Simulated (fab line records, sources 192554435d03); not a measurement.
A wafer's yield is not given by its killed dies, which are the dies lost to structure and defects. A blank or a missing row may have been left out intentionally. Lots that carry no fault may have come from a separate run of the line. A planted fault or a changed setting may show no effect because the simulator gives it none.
Which tool did it? ; flow n5-finfet ; 9 lots with 27 wafers sampled at 5 steps, on a route of 1938 steps

== WHAT THE GAUGES READ, wafer by wafer ==
N5_BEOL_M4_RC_MEAS_101. Usual: CJ_P 5.78, standard deviation 0.19; DIBL_N 36.2 mV/V, standard deviation 1.6; DIBL_P 36.1 mV/V, standard deviation 2; IOFF_N 0.16 nA/um, standard deviation 0.032; IOFF_P 0.22 nA/um, standard deviation 0.036; IOFF_P_LONG 0.000107 nA/um, standard deviation 9.6e-06; ION_N 672 uA/um, standard deviation 11; ION_P 463 uA/um, standard deviation 7.5; SS_N 71.4 mV/dec, standard deviation 0.58; SS_P 73.2 mV/dec, standard deviation 0.67; VT_N 250 mV, standard deviation 3.3; VT_P -250 mV, standard deviation 3.3.
lot;measured;on;CJ_P;DIBL_N (mV/V);DIBL_P (mV/V);IOFF_N (nA/um);IOFF_P (nA/um);IOFF_P_LONG (nA/um);ION_N (uA/um);ION_P (uA/um);SS_N (mV/dec);SS_P (mV/dec);VT_N (mV);VT_P (mV);flag
L375;day 8 07:29;prober-01;5.74 5.54 5.75;35.8 33.8 35.6;35.9 32.6 34.7;0.15 0.11 0.15;0.24 0.19 0.22;0.000114 0.000111 0.000112;678 659 672;477 464 470;71.1 70.3 71.3;73.3 72.6 72.8;249 253 248;-246 -251 -247;
L376;day 8 11:39;prober-02;5.82 5.70 5.89;35.8 35.9 38.0;36.9 35.7 39.7;0.15 0.15 0.19;0.22 0.19 0.27;0.000108 0.000105 0.00011;678 664 675;470 457 469;71.6 71.4 72.2;73.6 72.8 74.3;248 249 249;-250 -252 -249;
L380;day 10 01:50;prober-02;5.82 5.99 5.66;36.2 35.3 37.4;36.8 34.3 39.0;0.15 0.12 0.18;0.20 0.17 0.23;0.0001 0.000104 9.7e-05;654 665 671;455 461 458;72.1 71.8 71.7;73.0 72.3 74.2;252 255 248;-251 -253 -250;
L381;day 9 21:27;prober-02;5.19 5.79 5.43;34.3 33.2 35.8;33.8 33.0 37.2;0.13 0.12 0.16;0.17 0.15 0.22;8.3e-05 8.9e-05 8.4e-05;659 648 670;452 440 458;71.4 70.8 71.2;72.2 72.7 73.9;255 257 249;-256 -258 -252;
L382;day 10 04:14;prober-01;5.73 6.09 6.14;37.7 35.6 35.2;38.2 36.0 35.4;0.22 0.17 0.16;0.30 0.24 0.24;0.000114 0.000124 0.000123;675 685 667;464 471 466;71.6 71.0 70.4;74.1 73.0 73.9;245 245 250;-245 -248 -245;
L386;day 11 06:59;prober-02;6.08 5.75 6.10;33.7 35.4 36.2;33.0 35.0 35.8;0.12 0.15 0.18;0.19 0.23 0.23;0.000127 0.000121 0.000126;657 681 686;461 468 474;70.5 71.2 71.4;72.0 72.8 73.0;252 250 247;-246 -245 -244;
L390;day 12 12:28;prober-02;7.08 7.10 7.04;34.2 33.3 36.3;33.6 32.4 36.3;0.13 0.13 0.17;0.18 0.17 0.23;0.000137 0.000139 0.000137;647 657 665;455 458 456;70.6 70.6 72.2;72.7 72.4 73.3;253 251 248;-254 -251 -251;OFF
L391;day 12 09:08;prober-02;7.45 7.18 7.08;34.6 35.1 36.8;34.4 35.5 38.0;0.12 0.13 0.15;0.18 0.19 0.23;0.000153 0.000139 0.000138;661 667 679;457 460 469;71.6 71.1 72.1;72.5 72.6 73.8;254 254 251;-253 -250 -250;OFF
L392;day 12 22:08;prober-02;6.95 6.61 6.83;34.9 32.7 37.0;35.4 32.1 37.1;0.14 0.12 0.19;0.23 0.18 0.26;0.000158 0.000143 0.000149;668 677 681;462 467 471;71.3 70.6 71.7;73.0 72.5 73.3;253 251 245;-246 -249 -245;OFF

== TOOL THAT RAN EACH LOT (tool first, then ch and the chambers of the sampled wafers, then the start) ==
lot;N5_ZERO_LAYER_PECVD_02;N5_WELL_APT_IMPLANT_15;N5_PMOS_HMC_CHANNEL_EPI_ETCH_38;N5_PMOS_HMC_CHANNEL_EPI_FIN_RECESS_16
L375;pecvd-03 ch 0,1, day 1 18:17;implanter-02 ch 0, day 1 20:07;rie-si-01 ch 0,1,2, day 2 00:04;rie-si-01 ch 0,1,2, day 2 00:05
L376;pecvd-03 ch 0,1,2, day 2 00:17;implanter-01 ch 0, day 2 02:11;rie-si-01 ch 0,1,2, day 2 05:49;rie-si-01 ch 0,1,2, day 2 05:50
L380;pecvd-01 ch 1,2, day 3 00:18;implanter-02 ch 0, day 3 02:15;rie-si-04 ch 0,1, day 3 05:49;rie-si-04 ch 0,1, day 3 05:50
L381;pecvd-03 ch 0,1, day 3 06:17;implanter-02 ch 0, day 3 08:42;rie-si-04 ch 0,3, day 3 12:28;rie-si-04 ch 0,3, day 3 12:29
L382;pecvd-01 ch 1,2, day 3 12:17;implanter-01 ch 0, day 3 14:52;rie-si-01 ch 0,2,3, day 3 18:52;rie-si-01 ch 0,2,3, day 3 18:53
L386;pecvd-03 ch 0,1,2, day 4 12:17;implanter-02 ch 0, day 4 14:04;rie-si-05 ch 2,3, day 4 18:13;rie-si-05 ch 2,3, day 4 18:14
L390;pecvd-03 ch 1,2, day 5 12:28;implanter-02 ch 0, day 5 14:21;rie-si-05 ch 0,2, day 5 18:04;rie-si-05 ch 0,2, day 5 18:05
L391;pecvd-01 ch 1,2, day 5 18:18;implanter-02 ch 0, day 5 20:43;rie-si-05 ch 2,3, day 6 02:15;rie-si-05 ch 2,3, day 6 02:16
L392;pecvd-03 ch 0,1,2, day 6 00:17;implanter-02 ch 0, day 6 04:26;rie-si-01 ch 0,1,3, day 6 08:47;rie-si-01 ch 0,1,3, day 6 08:48
- N5_ZERO_LAYER_PECVD_02: deposits SiO2 from SiH4/N2O, target thk 10 nm, time 6 s.
- N5_WELL_APT_IMPLANT_15
- N5_PMOS_HMC_CHANNEL_EPI_ETCH_38: etches SiO2 in CF4, target depth 1.5 nm.
- N5_PMOS_HMC_CHANNEL_EPI_FIN_RECESS_16: chemistry HBr/Cl2, target Si, target depth 54 nm, time 18 s.

== WHAT THE TOOLS THEMSELVES READ (means of the sampled wafers that have a number; where no wafer has one, the mark that the record gives instead) ==
N5_ZERO_LAYER_PECVD_02. Usual: heater-power-w 784 W, standard deviation 72; showerhead-plenum-p-Torr 8.21 Torr, standard deviation 0.13; showerhead-vpp-V 1041 V, standard deviation 31.
lot;tool;heater-power-w (W);showerhead-plenum-p-Torr (Torr);showerhead-vpp-V (V);flag
L375;pecvd-03;687;8.36;1056;
L376;pecvd-03;795;8.26;1047;
L380;pecvd-01;812;8.12;1024;
L381;pecvd-03;708;8.36;1043;
L382;pecvd-01;757;8.19;1060;
L386;pecvd-03;734;8.26;1044;
L390;pecvd-03;793;8.22;1036;
L391;pecvd-01;811;8.12;1039;
L392;pecvd-03;788;8.27;1030;

N5_WELL_APT_IMPLANT_15. Usual: dose-ions-cm2 1.4998e+13, standard deviation 1.5e+10; faraday-current-uA 191, standard deviation 4.1; rotation-deg 0.001 degrees, standard deviation 0.02.
lot;tool;dose-ions-cm2;faraday-current-uA;rotation-deg (degrees);flag
L375;implanter-02;1.5013e+13;187;-0.010;
L376;implanter-01;1.5008e+13;192;0.009;
L380;implanter-02;1.5006e+13;194;0.000;
L381;implanter-02;1.5001e+13;193;-0.000;
L382;implanter-01;1.4982e+13;192;-0.011;
L386;implanter-02;1.5001e+13;190;0.013;
L390;implanter-02;2.2191e+13;281;-0.017;OFF
L391;implanter-02;2.2163e+13;282;0.025;OFF
L392;implanter-02;2.2169e+13;275;0.013;OFF

N5_PMOS_HMC_CHANNEL_EPI_ETCH_38. Usual: drypump-motor-current-A 5.7 A, standard deviation 0.51; oes-product-au 1.004 a.u., standard deviation 0.019; throttle-valve-pct 21.85 %, standard deviation 0.24.
lot;tool;drypump-motor-current-A (A);oes-product-au (a.u.);throttle-valve-pct (%);flag
L375;rie-si-01;5.7;1.011;21.89;
L376;rie-si-01;5.7;1.017;21.88;
L380;rie-si-04;5.7;1.013;21.97;
L381;rie-si-04;5.5;1.025;21.90;
L382;rie-si-01;5.6;0.999;22.02;
L386;rie-si-05;5.9;0.998;21.67;
L390;rie-si-05;5.8;1.002;21.66;
L391;rie-si-05;5.6;0.990;21.88;
L392;rie-si-01;5.4;0.978;21.87;

N5_PMOS_HMC_CHANNEL_EPI_FIN_RECESS_16. Usual: HBr_flow_sccm 150.0 sccm, standard deviation 0.45; drypump-motor-current-A 5.7 A, standard deviation 0.52; oes-product-au 1.004 a.u., standard deviation 0.016; throttle-valve-pct 35.60 %, standard deviation 0.2.
lot;tool;HBr_flow_sccm (sccm);drypump-motor-current-A (A);oes-product-au (a.u.);throttle-valve-pct (%);flag
L375;rie-si-01;149.9;5.7;1.007;35.59;
L376;rie-si-01;150.1;5.7;1.008;35.58;
L380;rie-si-04;149.9;5.7;1.014;35.71;
L381;rie-si-04;149.8;5.5;1.025;35.60;
L382;rie-si-01;150.1;5.6;0.999;35.63;
L386;rie-si-05;150.1;6.0;0.998;35.61;
L390;rie-si-05;149.7;5.8;1.006;35.40;
L391;rie-si-05;149.7;5.6;0.995;35.82;
L392;rie-si-01;150.1;5.4;0.991;35.59;

== THE ANSWER, worked out from the rows above alone ==
Rule: a lot is off if the mean of its wafers that have a number lies more than 3 standard deviations from the usual mean. Also off: a lot with no number at a reading for which 4 or more lots have one. Any other lot the step has rows for is counted as sound. Order of review: gauges by route order, followed by the tools' own readings, for which a lot's mean as printed above is used. At the first step where some lot is off, the reading lying furthest off is the one used; lots without a number count as furthest.
Off: at N5_BEOL_M4_RC_MEAS_101 (CJ_P), L390, L391, L392.
A tool fits if, at a process step before that reading, it ran every lot that is off, and no sound lot after the first of them. Not tried: the gauges at N5_BEOL_M4_RC_MEAS_101; whatever is off there is also off at N5_WELL_APT_IMPLANT_15, on other tools, and gauge error can't account for it. One candidate fits, namely implanter-02 at N5_WELL_APT_IMPLANT_15. Its last sound lot is L386 (day 4 14:04), its first lot that is off L390 (day 5 14:21): a fault that began between those two fits.
The tool's own readings at N5_WELL_APT_IMPLANT_15 bear it out: on the lots that are off they differ by more than 5 times the standard deviation of the sound lots' means. dose-ions-cm2 reads 2.2174e+13 there against 1.5002e+13 on the sound lots; faraday-current-uA reads 279 there against 191 on the sound lots.

== WHAT THE SIMULATOR HAD INSERTED ==
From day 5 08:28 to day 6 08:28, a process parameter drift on implanter-02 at N5_WELL_APT_IMPLANT_15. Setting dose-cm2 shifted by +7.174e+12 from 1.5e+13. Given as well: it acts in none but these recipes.
Struck lots among those shown: L391, L390, L392. The same result came from the rule above.
